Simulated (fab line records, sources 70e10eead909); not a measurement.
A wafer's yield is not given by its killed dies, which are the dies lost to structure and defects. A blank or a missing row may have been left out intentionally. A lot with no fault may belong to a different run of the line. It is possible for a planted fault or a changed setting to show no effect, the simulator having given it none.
Matching of chambers ; flow nand_harc ; 4 sister chambers for NHARC_A_ZERO_WELL_DESCUM_12 on rie_diel-08
The step chemistry O2, time 3 s. 7 wafers are shown with their chamber, then 6 later ones without.

EACH WAFER AND ITS CHAMBER
wafer;chamber;drypump_motor_current_A (A);oes_product_au (a.u.)
L213.1;1;5.93;0.993
L213.3;0;5.95;0.994
L217.1;2;5.48;1.004
L217.3;3;5.58;1.023
L217.5;2;5.47;0.996
L219.1;3;5.58;1.005
L219.2;0;5.94;0.999

WAFERS WHOSE CHAMBER IS MISSING
wafer;drypump_motor_current_A (A);oes_product_au (a.u.)
L219.3;5.93;0.997
L225.2;5.95;0.988
L225.3;5.91;1.004
L225.6;5.56;1.008
L228.1;5.96;0.988
L228.5;5.91;0.992

WHICH CHAMBER EACH ONE RAN IN
wafer;from the rows above;in truth
L219.3;1;1
L225.2;0;0
L225.3;1;1
L225.6;3;3
L228.1;0;0
L228.5;1;1
6 of 6 placed correctly. Not placeable from these rows: 0. Wrongly placed: 0.
How it was worked out, from the rows above alone: a wafer's distance from a chamber is the root of the sum, over the readings, of the square of ((its reading less the chamber's mean) divided by the reading's scatter). If the next closest chamber is less than 2 further off than the closest, the wafer can't be placed; otherwise it belongs to the closest. The mean given for a chamber averages the wafers shown for that chamber. How the scatter is found: for the shown wafers, subtract from each reading the mean of its chamber, square and add these, divide the total by (wafers less chambers), then take the root.
